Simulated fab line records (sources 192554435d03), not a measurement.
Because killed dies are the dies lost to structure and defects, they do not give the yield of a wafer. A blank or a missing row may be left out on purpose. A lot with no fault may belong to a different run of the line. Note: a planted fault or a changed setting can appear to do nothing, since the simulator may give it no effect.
The tool behind it: which one? + flow n5-finfet + at 1 step of a route of 1938, 20 lots with 60 wafers sampled

== WHAT THE GAUGES READ, wafer by wafer ==
N5_WELL_APT_INSPECT_27: inspects for defects (macro).
| lot  | measured    | on                | raw-defect-count |
|------|-------------|-------------------|------------------|
| L075 | day 1 21:26 | defect-inspect-01 | 3 2 3            |
| L076 | day 2 02:51 | defect-inspect-02 | 0 0 2            |
| L077 | day 2 09:15 | defect-inspect-02 | 3 0 2            |
| L078 | day 2 14:48 | defect-inspect-02 | 3 2 2            |
| L079 | day 2 20:50 | defect-inspect-02 | 3 0 1            |
| L080 | day 3 03:08 | defect-inspect-01 | 1 3 7            |
| L081 | day 3 08:46 | defect-inspect-02 | 1 1 3            |
| L082 | day 3 15:03 | defect-inspect-01 | 5 0 2            |
| L084 | day 4 03:02 | defect-inspect-02 | 2 2 2            |
| L085 | day 4 09:10 | defect-inspect-01 | 1 3 3            |
| L086 | day 4 15:02 | defect-inspect-02 | 1 1 3            |
| L087 | day 4 21:00 | defect-inspect-02 | 2 1 3            |
| L088 | day 5 03:52 | defect-inspect-02 | 1 1 1            |
| L089 | day 5 08:47 | defect-inspect-01 | 1 1 1            |
| L090 | day 5 15:00 | defect-inspect-02 | 1 1 2            |
| L091 | day 5 21:11 | defect-inspect-01 | 1 2 3            |
| L092 | day 6 03:20 | defect-inspect-01 | 8 1 2            |
| L093 | day 6 09:23 | defect-inspect-01 | 3 1 0            |
| L095 | day 6 20:59 | defect-inspect-01 | 3 6 5            |
| L097 | day 7 09:02 | defect-inspect-01 | 1 3 0            |

== WHICH TOOL RAN EACH LOT (tool, then ch and the chambers of the sampled wafers, then the start) ==
Record: no process step prior to these readings.

== WHAT THE TOOLS THEMSELVES READ (means of the sampled wafers that have a number; where no wafer has one, the mark that the record gives instead) ==
The record holds no such reading with a usual standard deviation.

== THE ANSWER, worked out from the rows above alone ==
Rule: the usual values come from the lots themselves. The widest of any qualifying gaps counts: lots, ordered by their means at a reading, are off when they make up no more than a third of the lots, leave a main group of 4 or more, and stand apart from it by 3 or more times the standard deviation of that group's means. If all means in a main group match to the digits the tables above print for the reading, that group is not used. Also off: a lot with no number at a reading for which 4 or more lots have one. The other lots that the step has rows for count as sound. The gauges are gone through in route order, then the tools' own readings, and for those a lot's mean is taken as printed above. The first step at which some lot is off is used, and at that step the reading that is off furthest; a lot without a number counts as furthest.
None of the lots is off at any reading shown; this tells nothing.

== WHAT THE SIMULATOR PUT IN ==
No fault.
